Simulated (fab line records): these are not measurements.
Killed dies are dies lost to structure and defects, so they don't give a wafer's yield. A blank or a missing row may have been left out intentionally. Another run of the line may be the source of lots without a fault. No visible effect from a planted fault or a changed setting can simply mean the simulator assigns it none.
Split-lot experiment + flow n5_finfet + 7 lots, 21 wafers read, on a route of 1938 steps

== ABOUT THE SPLIT ==
At N5_BEOL_M13_DEP_53 (deposits SiCN from 3MS/NH3, target thk 50 nm, time 17.8 s), the setting time_s was moved away from the recipe's 17.8 s on 7 of the 21 wafers read, by -10.5% to +4.4%. All remaining wafers had this setting at the recipe value.

The reading comes from the split's own step.

== THE READING ==
SiCN_of_BEOL_M13_DEP_53.thk_nm (the simulator's own value, which no gauge read), in nm, at N5_BEOL_M13_DEP_53 (deposits SiCN from 3MS/NH3, target thk 50 nm, time 17.8 s). No usual value for it is given in the file. The 14 wafers here that ran the recipe average 49.5 nm, standard deviation 0.65 nm.

| wafer  | tool, chamber at the split | time_s as run, s | against the recipe | SiCN_of_BEOL_M13_DEP_53.thk_nm, nm | against lot-mates on the recipe |
|--------|----------------------------|------------------|--------------------|------------------------------------|---------------------------------|
| L076.1 | pecvd-03, 1                | 17.8             | recipe             | 48.8                               | -                               |
| L076.5 | pecvd-03, 0                | 15.93            | -10.5%             | 45.6                               | -3.5                            |
| L076.6 | pecvd-03, 1                | 17.8             | recipe             | 49.4                               | -                               |
| L078.1 | pecvd-03, 2                | 18.5             | +3.9%              | 50.4                               | +0.4                            |
| L078.2 | pecvd-03, 0                | 17.8             | recipe             | 50                                 | -                               |
| L078.4 | pecvd-03, 1                | 18.5             | +3.9%              | 50.8                               | +0.8                            |
| L080.1 | pecvd-03, 2                | 16.5             | -7.3%              | 45.4                               | -3.8                            |
| L080.2 | pecvd-03, 1                | 16.5             | -7.3%              | 44.6                               | -4.6                            |
| L080.5 | pecvd-03, 1                | 17.8             | recipe             | 49.2                               | -                               |
| L084.2 | pecvd-01, 0                | 17.8             | recipe             | 48.6                               | -                               |
| L084.3 | pecvd-01, 1                | 17.8             | recipe             | 49                                 | -                               |
| L084.6 | pecvd-01, 2                | 17.8             | recipe             | 50.2                               | -                               |
| L090.1 | pecvd-03, 1                | 17.8             | recipe             | 48.8                               | -                               |
| L090.3 | pecvd-03, 0                | 17.8             | recipe             | 49.8                               | -                               |
| L090.5 | pecvd-03, 0                | 17.8             | recipe             | 51                                 | -                               |
| L093.1 | pecvd-01, 0                | 17.8             | recipe             | 49.6                               | -                               |
| L093.3 | pecvd-01, 2                | 17.8             | recipe             | 49.2                               | -                               |
| L093.4 | pecvd-01, 0                | 18.58            | +4.4%              | 52.2                               | +2.8                            |
| L095.1 | pecvd-01, 0                | 15.99            | -10.2%             | 44                                 | -6.0                            |
| L095.3 | pecvd-01, 1                | 17.8             | recipe             | 49.8                               | -                               |
| L095.6 | pecvd-01, 1                | 17.8             | recipe             | 50.2                               | -                               |

THE FIT
A straight line over all 21 wafers: SiCN_of_BEOL_M13_DEP_53.thk_nm changes by +0.489 nm for each +1% of time_s; r = +0.94; the points scatter about the line by 0.77 nm.
The same after taking each lot's own level away (the mean of its wafers on the recipe; 21 wafers): +0.466 nm for each +1%; r = +0.93; scatter 0.81 nm.
According to that fit, moving time_s by its largest amount changes the reading by 4.9 nm.
The span of the lots' own levels, 49.10 to 50.00 nm, comes to 1.4 times the standard deviation stated above.
So the lot-to-lot level changes the slope little: the two slopes agree.
Check: with one of the wafers moved furthest among these (-10.5%) left out of the fit, the line predicts -5.72 nm for it against its lot-mates. It came out at -3.5 nm against them.

== THE OTHER SPLITS THESE WAFERS WENT THROUGH ==
Note: prior to the reading, these wafers also went through further splits. Each is held against what the fit with the lots' levels taken away leaves over:
| other split on the same wafers   | wafers away from the commonest value | r with SiCN_of_BEOL_M13_DEP_53.thk_nm (lot level and that fit taken away) |
|----------------------------------|--------------------------------------|---------------------------------------------------------------------------|
| N5_BEOL_M8_PECVD_70 time_s       | 6                                    | +0.49                                                                     |
| N5_BEOL_M8_ETCH_65 source_w      | 4                                    | +0.20                                                                     |
| N5_BEOL_M8_TRENCH_ETCH_37 time_s | 5                                    | +0.04                                                                     |
| N5_BEOL_M9_EXPOSE_25 dose_mj     | 5                                    | +0.00                                                                     |
| N5_BEOL_M11_EXPOSE_25 dose_mj    | 10                                   | -0.18                                                                     |
| N5_BEOL_M11_VIA_ETCH_34 time_s   | 3                                    | +0.31                                                                     |
| N5_BEOL_M12_COAT_22 spin_rpm     | 8                                    | +0.15                                                                     |

== FILE'S OWN FIT ==
SiCN_of_BEOL_M13_DEP_53.thk_nm changes by +0.474 nm for each +1% of time_s, r = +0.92.
